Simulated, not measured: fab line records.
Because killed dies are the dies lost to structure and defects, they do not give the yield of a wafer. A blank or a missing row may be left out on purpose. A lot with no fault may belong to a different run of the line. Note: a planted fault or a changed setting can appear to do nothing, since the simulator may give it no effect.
Chamber matching || flow nand_harc || rie_diel-12 running NHARC_P_ZERO_WELL_DESCUM_13: 4 sister chambers
The step chemistry O2, time 3 s. 4 wafers are shown with their chamber, then 7 later ones without.

== WAFERS WITH THEIR CHAMBER ==
{"wafer": "L965.6", "chamber": 1, "throttle_valve_pct (%)": 11.304}
{"wafer": "L967.6", "chamber": 3, "throttle_valve_pct (%)": 11.317}
{"wafer": "L972.1", "chamber": 2, "throttle_valve_pct (%)": 11.304}
{"wafer": "L972.2", "chamber": 0, "throttle_valve_pct (%)": 11.302}

== WAFERS WHOSE CHAMBER IS MISSING ==
{"wafer": "L972.3", "throttle_valve_pct (%)": 11.322}
{"wafer": "L973.3", "throttle_valve_pct (%)": 11.311}
{"wafer": "L973.5", "throttle_valve_pct (%)": 11.318}
{"wafer": "L973.6", "throttle_valve_pct (%)": 11.304}
{"wafer": "L980.2", "throttle_valve_pct (%)": 11.314}
{"wafer": "L980.3", "throttle_valve_pct (%)": 11.321}
{"wafer": "L980.4", "throttle_valve_pct (%)": 11.310}

== EACH ONE'S CHAMBER ==
{"wafer": "L972.3", "from the rows above": 3, "in truth": 3}
{"wafer": "L973.3", "from the rows above": "can't be placed: 3 or 1 or 2 or 0", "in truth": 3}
{"wafer": "L973.5", "from the rows above": 3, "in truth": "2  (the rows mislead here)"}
{"wafer": "L973.6", "from the rows above": "can't be placed: 1 or 2 or 0", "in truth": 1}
{"wafer": "L980.2", "from the rows above": "can't be placed: 3 or 1 or 2", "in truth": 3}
{"wafer": "L980.3", "from the rows above": 3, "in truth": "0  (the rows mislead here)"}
{"wafer": "L980.4", "from the rows above": "can't be placed: 1 or 2 or 3 or 0", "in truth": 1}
Placed correctly: 1 of 7. Not placeable from these rows: 4 (in 4, the candidates include the true chamber). Wrongly placed: 2.
How it was worked out, from the rows above alone: a wafer's distance from a chamber is the root of the sum, over the readings, of the square of ((its reading less the chamber's mean) divided by the reading's scatter). The wafer belongs to the nearest chamber; if the next one is less than 2 further off, it can't be placed. Each chamber's mean is taken over the wafers shown for it. The scatter: with one shown wafer a chamber, the root of the mean of the squares of how far each hidden wafer lies from its nearest shown one.
